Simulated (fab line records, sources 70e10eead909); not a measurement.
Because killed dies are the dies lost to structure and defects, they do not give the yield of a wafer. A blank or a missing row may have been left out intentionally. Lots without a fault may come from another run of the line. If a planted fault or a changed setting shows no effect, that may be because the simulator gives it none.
Matching of chambers	flow nand harc	NHARC_A_STAIRCASE_ETCH_444 on rie diel-11 has 4 sister chambers
The step etches the open film in C4F8/O2, target depth 10200 nm, time 3400 s. 4 wafers are shown with their chamber, then 10 later ones without.

## EACH WAFER AND ITS CHAMBER
wafer	chamber	rf vpp V (V)
L075.4	3	815
L090.2	2	811
L092.1	1	800
L092.2	0	815

## WAFERS WHOSE CHAMBER IS MISSING
wafer	rf vpp V (V)
L092.6	801
L096.1	811
L096.3	814
L096.4	813
L096.2	800
L096.5	801
L096.6	815
L095.2	800
L095.3	814
L095.4	812

## THE CHAMBER EACH PASSED THROUGH
wafer	from the rows above	in truth
L092.6	1	1
L096.1	2	2
L096.3	can't be placed: 0 or 3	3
L096.4	can't be placed: 0 or 2 or 3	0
L096.2	1	1
L096.5	1	1
L096.6	can't be placed: 0 or 3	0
L095.2	1	1
L095.3	can't be placed: 0 or 3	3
L095.4	2	2
6 of 10 placed correctly. Not placeable from these rows: 4 (in 4, the candidates include the true chamber). 0 placed wrongly.
How it was worked out, from the rows above alone: a wafer's distance from a chamber is the root of the sum, over the readings, of the square of ((its reading less the chamber's mean) divided by the reading's scatter). The wafer belongs to the nearest chamber; if the next one is less than 2 further off, it can't be placed. The mean given for a chamber averages the wafers shown for that chamber. The scatter (one wafer shown for each chamber): square how far every hidden wafer sits from the nearest shown wafer, average those squares and take the square root.
